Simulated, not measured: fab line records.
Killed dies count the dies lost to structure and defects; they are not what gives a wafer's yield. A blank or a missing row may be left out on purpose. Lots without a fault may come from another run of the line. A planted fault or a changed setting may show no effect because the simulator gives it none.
Comparing a struck lot with a sound one | flow nandHarc | 18 out of 1302 route steps
Sound: wafers L459.1, L459.4, L459.6. Wafers struck: L457.1, L457.4, L457.6. Last of all comes the cause.
At each step with rows: each side's tool, then ch and its chambers, then its first start. Under that, the readings that differ: sound wafers | struck wafers | difference of the means | sigmas: that difference in standard deviations of wafers without a fault.
alike: readings with means less than 2 such deviations apart, plus words and numbers identical on both sides. not compared: withheld readings, readings lacking a value on some wafer, bounds such as >300 that could conceal the same value, and numbers that have no deviation in the record and whose values overlap.
A row with sigmas, a row that says differs or no value, or rows on one side alone: a step with any of these is where the two part. When numbers do not overlap yet have no deviation, they are printed without sigmas and do not part them. A reading missing from all wafers of one side parts the sides only when that side holds two or more wafers.

first, 1 step without rows for these wafers: NHARC_A_M0_SRD_25.
NHARC_A_M0_INSPECT_27:
  sound on defectInspect-01 at day 31 09:15; struck on defectInspect-02 at day 30 14:25
  alike: rawDefectCount
NHARC_A_M0_PRE_CLEAN_31: time 12 s.
  sound on pecvd-04 ch 0,1,2, day 31 09:20; struck on pecvd-02 ch 0,1,2, day 30 14:29
  alike: heaterPowerW
  not compared: sinceWetCleanH
NHARC_A_M0_DEP_32: deposits SiCN, target thk 30 nm.
  sound on pecvd-04 ch 0,1,2, day 31 09:29; struck on pecvd-02 ch 0,1,2, day 30 14:33
  alike: heaterPowerW
  not compared: sinceWetCleanH
then, 7 steps without rows for these wafers: NHARC_A_M1_DEP_00 (deposits SiOC, target thk 182.5 nm); NHARC_A_M1_DEHYDRATE_01 (time 120 s); NHARC_A_M1_HMDS_02 (time 30 s); NHARC_A_M1_COAT_34 (time 65 s); NHARC_A_M1_COAT_03 (resist thk 90 nm); NHARC_A_M1_SOFTBAKE_04 (time 55 s); NHARC_A_M1_EBR_05.
NHARC_A_M1_EXPOSE_06: exposes mask A M1, target cd 120 nm.
  sound on arfiScanner-02 ch 0, day 31 10:29; struck on arfiScanner-03 ch 0, day 30 15:40
reading                    | sound                | struck            | difference | sigmas
model.A_M1.overlayXNm (nm) | 0.2194 0.2194 0.2194 | 27.84 27.84 27.84 | +27.62     | 
  alike: mask
then, 2 steps without rows for these wafers: NHARC_A_M1_PEB_07 (peb time 65 s); NHARC_A_M1_DEVELOP_08 (develop time 35 s).
NHARC_A_M1_CD_MEAS_09 targets a cd of 120 nm.
  sound on cdSem-03 ch 0, day 31 10:37; struck on cdSem-01 ch 0, day 30 15:49
  alike: cdNm
NHARC_A_M1_OVL_MEAS_10: pitch 240 nm.
  sound on overlay-01 at day 31 10:43; struck on overlay-01 at day 30 15:54
reading         | sound       | struck         | difference | sigmas
overlayXNm (nm) | 0.2 0.7 0.5 | 27.3 28.2 27.6 | +27.2      | +34
  alike: overlayYNm
NHARC_A_M1_INSPECT_11:
  sound on defectInspect-02 at day 31 10:45; struck on defectInspect-02 at day 30 15:56
  alike: rawDefectCount
NHARC_END_SORT_01:
  only the struck wafers appear in the record here, on prober-01 ch 0 at day 32 14:53; the sound ones have no rows

== WHERE THEY PART ==
Earliest at NHARC_A_M1_OVL_MEAS_10; latest, in this record, at NHARC_END_SORT_01.

WHY: whatever the simulator had introduced
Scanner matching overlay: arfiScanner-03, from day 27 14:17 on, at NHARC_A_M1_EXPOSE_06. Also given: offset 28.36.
